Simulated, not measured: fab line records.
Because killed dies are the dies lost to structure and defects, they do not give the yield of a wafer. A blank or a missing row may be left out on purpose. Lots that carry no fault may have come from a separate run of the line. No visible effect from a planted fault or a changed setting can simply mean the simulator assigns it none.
Matching of chambers -- flow n5_finfet -- N5_BEOL_M13_ETCH_38 on rie_diel-02 has 4 sister chambers
The step etches SiCN in CF4/N2, target depth 67.5 nm, time 71.9 s. 4 wafers are shown with their chamber, then 10 later ones without.

== WAFERS PAIRED WITH THEIR CHAMBERS ==
wafer,chamber,drypump_motor_current_A (A)
L089.1,3,6.4
L089.4,2,6.7
L090.3,1,6.2
L090.4,0,5.0

== WAFERS WITH NO CHAMBER GIVEN ==
wafer,drypump_motor_current_A (A)
L090.6,6.7
L091.1,5.0
L091.3,6.7
L091.4,6.2
L093.2,6.5
L093.5,6.1
L093.6,6.8
L097.1,6.2
L097.2,6.7
L097.6,6.7

== WHICH CHAMBER EACH WENT THROUGH ==
wafer,from the rows above,in truth
L090.6,2,2
L091.1,0,0
L091.3,2,2
L091.4,1,1
L093.2,can't be placed: 3 or 2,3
L093.5,1,1
L093.6,2,2
L097.1,1,1
L097.2,2,2
L097.6,2,2
Correct placement for 9 of the 10. Can't be placed from these rows: 1 (the true chamber is among the candidates in 1). Wrongly placed: 0.
How it was worked out, from the rows above alone: a wafer's distance from a chamber is the root of the sum, over the readings, of the square of ((its reading less the chamber's mean) divided by the reading's scatter). If the next closest chamber is less than 2 further off than the closest, the wafer can't be placed; otherwise it belongs to the closest. For every chamber, the mean is computed from those of its wafers that are shown. The scatter: root of mean squared gap, hidden wafer to nearest shown wafer, with one shown wafer a chamber.
